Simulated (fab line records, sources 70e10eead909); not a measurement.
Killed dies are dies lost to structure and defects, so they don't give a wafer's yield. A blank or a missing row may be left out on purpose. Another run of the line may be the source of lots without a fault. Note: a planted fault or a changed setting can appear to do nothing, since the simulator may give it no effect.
Matching of chambers | flow nand_harc | NHARC_A_WL_FILL_ALD_10 on ald_hk-02: 4 sister chambers
The step deposits SiO2, target thk 50 nm, pulse time 10 s, ald cycles 500. 7 wafers are shown with their chamber, then 9 later ones without.

== WAFERS WITH THEIR CHAMBER ==
wafer  | chamber | heater_power_w (W) | susceptor_temp_C (C)
L083.3 | 0       | 469                | 300.18
L083.6 | 3       | 412                | 299.92
L084.5 | 1       | 401                | 300.09
L084.6 | 2       | 430                | 299.81
L091.1 | 0       | 476                | 300.10
L091.2 | 2       | 440                | 299.89
L091.4 | 3       | 423                | 300.20

== WAFERS WITHOUT THEIR CHAMBER ==
wafer  | heater_power_w (W) | susceptor_temp_C (C)
L092.2 | 441                | 299.85
L092.4 | 406                | 299.84
L092.6 | 445                | 299.73
L094.1 | 403                | 300.13
L094.4 | 450                | 300.21
L094.5 | 400                | 299.86
L097.2 | 465                | 300.31
L097.4 | 416                | 300.05
L097.6 | 423                | 299.93

== WHICH CHAMBER EACH ONE RAN IN ==
wafer  | from the rows above          | in truth
L092.2 | 2                            | 2
L092.4 | can't be placed: 1 or 3      | 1
L092.6 | 2                            | 2
L094.1 | can't be placed: 1 or 3      | 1
L094.4 | can't be placed: 0 or 2 or 3 | 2
L094.5 | can't be placed: 1 or 3      | 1
L097.2 | 0                            | 0
L097.4 | 3                            | 3
L097.6 | can't be placed: 3 or 2      | 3
Correct placement for 4 of the 9. Not placeable from these rows: 5 (in 5, the candidates include the true chamber). Number placed wrongly: 0.
How it was worked out, from the rows above alone: a wafer's distance from a chamber is the root of the sum, over the readings, of the square of ((its reading less the chamber's mean) divided by the reading's scatter). The wafer belongs to the nearest chamber; if the next one is less than 2 further off, it can't be placed. A chamber's mean is the mean of its shown wafers. The scatter: take each reading less its chamber's mean, square it, sum over the shown wafers, divide by the number of wafers less the number of chambers, and take the root.
